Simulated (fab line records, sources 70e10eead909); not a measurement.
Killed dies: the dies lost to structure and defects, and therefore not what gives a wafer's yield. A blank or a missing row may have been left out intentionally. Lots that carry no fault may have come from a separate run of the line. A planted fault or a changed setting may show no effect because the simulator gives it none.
Which tool did it? || flow nand-harc || Sampling: 6 lots, 18 wafers, 3 of 1302 route steps

WHAT THE GAUGES READ, wafer by wafer
NHARC_A_ONON_D2_THK_MEAS_27: measures by ellipsometry.
{"lot": "L695", "measured": "day 14 02:49", "on": "film-metro-02", "thk-nm (nm)": "992 993 993"}
{"lot": "L693", "measured": "day 14 02:28", "on": "film-metro-02", "thk-nm (nm)": "1010 1010 1012"}
{"lot": "L699", "measured": "day 15 05:52", "on": "film-metro-01", "thk-nm (nm)": "996 994 997"}
{"lot": "L701", "measured": "day 16 14:10", "on": "film-metro-01", "thk-nm (nm)": "1017 1016 1015"}
{"lot": "L708", "measured": "day 19 13:53", "on": "film-metro-01", "thk-nm (nm)": "995 1491 1488"}
{"lot": "L712", "measured": "day 20 11:08", "on": "film-metro-02", "thk-nm (nm)": "985 985 987"}

WHAT TOOL EACH LOT RAN ON (gives the tool, then ch and the chambers of the sampled wafers, and finally the start)
{"lot": "L695", "NHARC_A_DECK1_JOINT_DEP_16": "pecvd-03 ch 0,1,2, day 13 13:53", "NHARC_A_ONON_D2_DEP_25": "pecvd-onon-03 ch 0, day 14 02:22"}
{"lot": "L693", "NHARC_A_DECK1_JOINT_DEP_16": "pecvd-02 ch 0,1,2, day 13 13:58", "NHARC_A_ONON_D2_DEP_25": "pecvd-onon-03 ch 0, day 14 02:08"}
{"lot": "L699", "NHARC_A_DECK1_JOINT_DEP_16": "pecvd-01 ch 0,1,2, day 14 17:44", "NHARC_A_ONON_D2_DEP_25": "pecvd-onon-04 ch 0, day 15 05:32"}
{"lot": "L701", "NHARC_A_DECK1_JOINT_DEP_16": "pecvd-02 ch 0,2, day 15 23:45", "NHARC_A_ONON_D2_DEP_25": "pecvd-onon-04 ch 0, day 16 13:43"}
{"lot": "L708", "NHARC_A_DECK1_JOINT_DEP_16": "pecvd-03 ch 0,2, day 19 01:39", "NHARC_A_ONON_D2_DEP_25": "pecvd-onon-01 ch 0, day 19 13:25"}
{"lot": "L712", "NHARC_A_DECK1_JOINT_DEP_16": "pecvd-01 ch 1,2, day 20 01:11", "NHARC_A_ONON_D2_DEP_25": "pecvd-onon-04 ch 0, day 20 10:37"}
- NHARC_A_DECK1_JOINT_DEP_16: deposits SiO2, target thk 45 nm.
- NHARC_A_ONON_D2_DEP_25: target thk 1000 nm.

THE ANSWER, worked out from the rows above alone
Rule: usual is defined by the lots themselves. Put in order of their means at a reading, lots are off if they are a third of the lots or fewer, leave a main group of 4 or more, and stand apart from it by a gap of 3 or more times the standard deviation of the main group's means; of several such gaps the widest counts. A main group is skipped when, at the precision printed for the reading in the tables above, its means are all equal. Also off: a lot with no number at a reading for which 4 or more lots have one. The other lots that the step has rows for count as sound.
Off: L708 (NHARC_A_ONON_D2_THK_MEAS_27, thk-nm). The main group has a mean of 1000 nm with a standard deviation of 11.
If a tool, at a process step before that reading, ran all the lots that are off and no sound lot after the first of them, it fits. Gauges at NHARC_A_ONON_D2_THK_MEAS_27: tried the same way as those tools. Can't be told from this: 3 tools fit, pecvd-03 at NHARC_A_DECK1_JOINT_DEP_16, pecvd-onon-01 at NHARC_A_ONON_D2_DEP_25, film-metro-01 at NHARC_A_ONON_D2_THK_MEAS_27.

WHAT THE SIMULATOR HAD INSERTED
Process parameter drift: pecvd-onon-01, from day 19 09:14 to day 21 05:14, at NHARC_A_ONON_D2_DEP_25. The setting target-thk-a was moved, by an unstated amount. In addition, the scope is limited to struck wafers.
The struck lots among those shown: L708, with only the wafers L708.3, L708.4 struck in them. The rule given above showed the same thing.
